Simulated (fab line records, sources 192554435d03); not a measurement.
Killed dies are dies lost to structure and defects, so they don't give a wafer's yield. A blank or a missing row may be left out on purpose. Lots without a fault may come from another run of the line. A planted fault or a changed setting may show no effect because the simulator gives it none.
A struck lot beside a sound one | flow n5_finfet | 15 steps out of a route of 1938
Sound: wafers L809.1, L809.2, L809.5. Struck: wafers L817.1, L817.4, L817.5. The cause comes at the end.
At each step with rows: each side's tool, then ch and its chambers, then its first start. Under that, the readings that differ: sound wafers | struck wafers | difference of the means | sigmas: that difference in standard deviations of wafers without a fault.
alike: readings whose means differ by less than 2 such deviations, and words and numbers that are the same on both sides. not compared: withheld readings, readings that some wafer has no value for, bounds like >300 that may hide the same value, and numbers for which the record gives no deviation and whose values overlap.
The two part at a step that has a row with sigmas, a row that says differs or no value, or rows on one side only. Numbers that don't overlap but have no deviation are shown without sigmas and don't part them. A reading that every wafer of one side lacks parts them only if that side has two wafers or more.

N5_BEOL_M12_ETCH_67: etches SiARC in CF4, target depth 143 nm, time 238.3 s.
  sound on rie_diel-03 ch 0,3, day 12 10:36; struck on rie_diel-01 ch 0,2, day 14 00:41
  alike: drypump_motor_current_A, etch_rf_on_time_s, oes_product_au, rf_vpp_V, showerhead_plenum_p_Torr, throttle_valve_pct
  not compared: rf_hours_counter_h
N5_BEOL_M12_ETCH_68: etches SOC in N2/H2, time 285 s.
  sound on rie_diel-03 ch 0,3, day 12 10:45; struck on rie_diel-01 ch 0,2, day 14 00:49
  alike: drypump_motor_current_A, oes_product_au, rf_vpp_V, showerhead_plenum_p_Torr, throttle_valve_pct
  not compared: rf_hours_counter_h
then, 1 step without rows for these wafers: N5_BEOL_M12_STRIP_69 (strips in N2/H2).
N5_BEOL_M12_TRENCH_ETCH_34: etches SiOC in C4F8/O2/Ar, target depth 318.95 nm, time 125.5 s.
  sound on rie_diel-03 ch 0,3, day 12 10:56; struck on rie_diel-01 ch 0,2, day 14 01:00
  alike: drypump_motor_current_A, he_inner_torr, oes_product_au, rf_vpp_V, showerhead_plenum_p_Torr, throttle_valve_pct
  not compared: rf_hours_counter_h
then, 1 step without rows for these wafers: N5_BEOL_M12_STRIP_70 (strips in C4F8/O2/Ar).
N5_BEOL_M12_OCD_MEAS_35:
  sound on ocd-02, day 12 11:05; struck on ocd-02, day 14 01:10
  alike: trench_depth_nm
then, 4 steps without rows for these wafers: N5_BEOL_M12_STRIP_37 (strips in N2/H2); N5_BEOL_M12_ETCH_38 (etches SiCN in CF4/N2, target depth 68.7 nm, time 73.4 s); N5_BEOL_M12_PRECLEAN_39 (cleans in residue remover, time 60 s); N5_BEOL_M12_SRD_40 (time 30 s, dry time 30 s).
N5_BEOL_M12_DEGAS_41: time 60 s.
  sound on pvd_sputter-01, day 12 11:55; struck on pvd_sputter-02, day 14 01:46
  alike: heater_power_w
then, 1 step without rows for these wafers: N5_BEOL_M12_PRE_CLEAN_42 (time 30 s).
N5_BEOL_M12_SPUTTER_43: material TaN, target thk 15 nm, time 24.19 s.
  sound on pvd_sputter-01, day 12 12:00; struck on pvd_sputter-02, day 14 01:50
  reading                                      | sound             | struck            | difference | sigmas
  cathode_dc_power_W (W)                       | 15003 14998 15001 | 13989 13992 13990 | -1010      | -99 or more
  model.TaN_of_BEOL_M12_SPUTTER_43.thk_nm (nm) | 15 15 15          | 14 13.8 14        | -1         |
  alike: throttle_valve_pct
N5_BEOL_M12_SPUTTER_44: material Ta, target thk 10 nm, time 16.13 s.
  sound on pvd_sputter-01, day 12 12:05; struck on pvd_sputter-02, day 14 01:55
  alike: cathode_dc_power_W, throttle_valve_pct
N5_PASSIVATION_PROBE_49:
  the record has rows for the sound wafers here (prober-02, day 13 22:16) and none for the struck ones

WHERE THEY PART
First at N5_BEOL_M12_SPUTTER_43; last, within this record, at N5_PASSIVATION_PROBE_49.

WHY: what the simulator had put in
Process parameter drift: pvd_sputter-02, from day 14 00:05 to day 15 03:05, at N5_BEOL_M12_SPUTTER_43. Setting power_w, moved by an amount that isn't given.
